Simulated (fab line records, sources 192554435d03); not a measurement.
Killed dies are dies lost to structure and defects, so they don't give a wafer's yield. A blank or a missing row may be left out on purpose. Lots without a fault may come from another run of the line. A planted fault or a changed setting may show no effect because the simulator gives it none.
Chamber matching | flow n5_finfet | N5_BEOL_M5_CO_CAP_78 on cvd_co-01: 3 sister chambers
The step material Co, precursor CCTBA/H2, target thk 2 nm, time 102.1 s. 3 wafers are shown with their chamber, then 9 later ones without.

WAFERS WITH THEIR CHAMBER
wafer  | chamber | heater_power_w (W)
L405.1 | 1       | 240
L408.3 | 0       | 231
L408.5 | 2       | 221

WAFERS WITHOUT THEIR CHAMBER
wafer  | heater_power_w (W)
L410.1 | 238
L410.5 | 222
L410.6 | 227
L423.2 | 224
L423.3 | 240
L423.4 | 236
L421.1 | 227
L421.4 | 228
L421.6 | 229

WHICH CHAMBER EACH WENT THROUGH
wafer  | from the rows above     | in truth
L410.1 | can't be placed: 1 or 0 | 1
L410.5 | 2                       | 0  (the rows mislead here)
L410.6 | can't be placed: 0 or 2 | 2
L423.2 | can't be placed: 2 or 0 | 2
L423.3 | 1                       | 1
L423.4 | can't be placed: 1 or 0 | 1
L421.1 | can't be placed: 0 or 2 | 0
L421.4 | can't be placed: 0 or 2 | 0
L421.6 | 0                       | 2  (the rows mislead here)
Placed correctly: 1 of 9. Can't be placed from these rows: 6 (the true chamber is among the candidates in 6). Placed wrongly: 2.
How it was worked out, from the rows above alone: a wafer's distance from a chamber is the root of the sum, over the readings, of the square of ((its reading less the chamber's mean) divided by the reading's scatter). The wafer belongs to the nearest chamber; if the next one is less than 2 further off, it can't be placed. A chamber's mean is the mean of its shown wafers. The scatter: with one shown wafer a chamber, the root of the mean of the squares of how far each hidden wafer lies from its nearest shown one.
